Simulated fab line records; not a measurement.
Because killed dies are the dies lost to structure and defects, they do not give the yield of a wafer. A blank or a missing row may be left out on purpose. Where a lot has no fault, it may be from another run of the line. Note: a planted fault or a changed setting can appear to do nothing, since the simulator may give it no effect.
Chamber matching | flow n5-finfet | 4 sister chambers for N5_BEOL_M8_VIA_ETCH_34 on rie-diel-05
The step etches SiCOH lowk in C4F6/O2, target depth 125.5 nm, time 50.5 s. 7 wafers are shown with their chamber, then 7 later ones without.

## EACH WAFER AND ITS CHAMBER
wafer  | chamber | rf-vpp-V (V) | throttle-valve-pct (%)
L083.6 | 2       | 679          | 20.94
L086.1 | 1       | 670          | 20.84
L090.2 | 2       | 679          | 20.98
L090.3 | 0       | 650          | 20.73
L090.5 | 3       | 662          | 20.52
L092.1 | 3       | 664          | 20.53
L092.2 | 1       | 669          | 20.86

## WAFERS WITHOUT THEIR CHAMBER
wafer  | rf-vpp-V (V) | throttle-valve-pct (%)
L092.3 | 651          | 20.75
L094.1 | 662          | 20.54
L094.5 | 661          | 20.52
L094.6 | 669          | 20.85
L095.2 | 662          | 20.54
L095.3 | 679          | 20.58
L095.4 | 667          | 20.86

## CHAMBER TAKEN BY EACH
wafer  | from the rows above     | in truth
L092.3 | 0                       | 0
L094.1 | 3                       | 3
L094.5 | 3                       | 3
L094.6 | 1                       | 1
L095.2 | 3                       | 3
L095.3 | can't be placed: 3 or 1 | 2
L095.4 | 1                       | 1
Correctly placed: 6 of 7. Can't be placed from these rows: 1 (the true chamber is among the candidates in 0). 0 placed wrongly.
How it was worked out, from the rows above alone: a wafer's distance from a chamber is the root of the sum, over the readings, of the square of ((its reading less the chamber's mean) divided by the reading's scatter). The wafer belongs to the nearest chamber; if the next one is less than 2 further off, it can't be placed. A chamber's mean is the mean of its shown wafers. The scatter: take each reading less its chamber's mean, square it, sum over the shown wafers, divide by the number of wafers less the number of chambers, and take the root.
